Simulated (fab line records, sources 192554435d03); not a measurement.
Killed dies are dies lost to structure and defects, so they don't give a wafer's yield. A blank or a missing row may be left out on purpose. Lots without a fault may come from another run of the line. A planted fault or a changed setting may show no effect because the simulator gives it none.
Chamber matching | flow n5_finfet | N5_BEOL_M5_ETCH_75 on rie_diel-05: 4 sister chambers
The step etches underlayer in N2/H2, target depth 6.5 nm, time 5.2 s. 4 wafers are shown with their chamber, then 10 later ones without.

WAFERS WITH THEIR CHAMBER
wafer  | chamber | drypump_motor_current_A (A)
L076.1 | 1       | 6.0
L086.4 | 3       | 5.8
L087.4 | 2       | 5.3
L087.5 | 0       | 5.1

WAFERS WITHOUT THEIR CHAMBER
wafer  | drypump_motor_current_A (A)
L087.6 | 5.8
L094.2 | 5.8
L094.4 | 5.3
L094.5 | 5.0
L096.2 | 5.3
L096.4 | 5.8
L096.6 | 5.8
L097.1 | 5.3
L097.2 | 5.0
L097.5 | 5.8

WHICH CHAMBER EACH WENT THROUGH
wafer  | from the rows above | in truth
L087.6 | 3                   | 3
L094.2 | 3                   | 3
L094.4 | 2                   | 2
L094.5 | 0                   | 0
L096.2 | 2                   | 2
L096.4 | 3                   | 3
L096.6 | 3                   | 3
L097.1 | 2                   | 2
L097.2 | 0                   | 0
L097.5 | 3                   | 3
Placed correctly: 10 of 10. Can't be placed from these rows: 0. Placed wrongly: 0.
How it was worked out, from the rows above alone: a wafer's distance from a chamber is the root of the sum, over the readings, of the square of ((its reading less the chamber's mean) divided by the reading's scatter). The wafer belongs to the nearest chamber; if the next one is less than 2 further off, it can't be placed. A chamber's mean is the mean of its shown wafers. The scatter: with one shown wafer a chamber, the root of the mean of the squares of how far each hidden wafer lies from its nearest shown one.
